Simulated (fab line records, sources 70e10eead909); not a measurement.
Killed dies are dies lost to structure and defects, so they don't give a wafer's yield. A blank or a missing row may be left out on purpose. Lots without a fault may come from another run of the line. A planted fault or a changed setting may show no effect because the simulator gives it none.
Chamber matching | flow nand_harc | NHARC_A_WL_FILL_ALD_02 on ald_metal-03: 4 sister chambers
The step deposits TiN, target thk 2 nm, pulse time 3 s, ald cycles 100. 4 wafers are shown with their chamber, then 8 later ones without.

WAFERS WITH THEIR CHAMBER
wafer  | chamber | heater_power_w (W)
L086.1 | 1       | 1275
L090.3 | 0       | 1083
L090.6 | 3       | 1108
L093.1 | 2       | 1078

WAFERS WITHOUT THEIR CHAMBER
wafer  | heater_power_w (W)
L093.3 | 1096
L093.4 | 1070
L096.1 | 1311
L096.2 | 1081
L096.5 | 1286
L094.1 | 1237
L094.3 | 1069
L094.6 | 1077

WHICH CHAMBER EACH WENT THROUGH
wafer  | from the rows above          | in truth
L093.3 | can't be placed: 3 or 0 or 2 | 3
L093.4 | can't be placed: 2 or 0 or 3 | 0
L096.1 | 1                            | 1
L096.2 | can't be placed: 0 or 2 or 3 | 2
L096.5 | 1                            | 1
L094.1 | 1                            | 1
L094.3 | can't be placed: 2 or 0 or 3 | 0
L094.6 | can't be placed: 2 or 0 or 3 | 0
Placed correctly: 3 of 8. Can't be placed from these rows: 5 (the true chamber is among the candidates in 5). Placed wrongly: 0.
How it was worked out, from the rows above alone: a wafer's distance from a chamber is the root of the sum, over the readings, of the square of ((its reading less the chamber's mean) divided by the reading's scatter). The wafer belongs to the nearest chamber; if the next one is less than 2 further off, it can't be placed. A chamber's mean is the mean of its shown wafers. The scatter: with one shown wafer a chamber, the root of the mean of the squares of how far each hidden wafer lies from its nearest shown one.
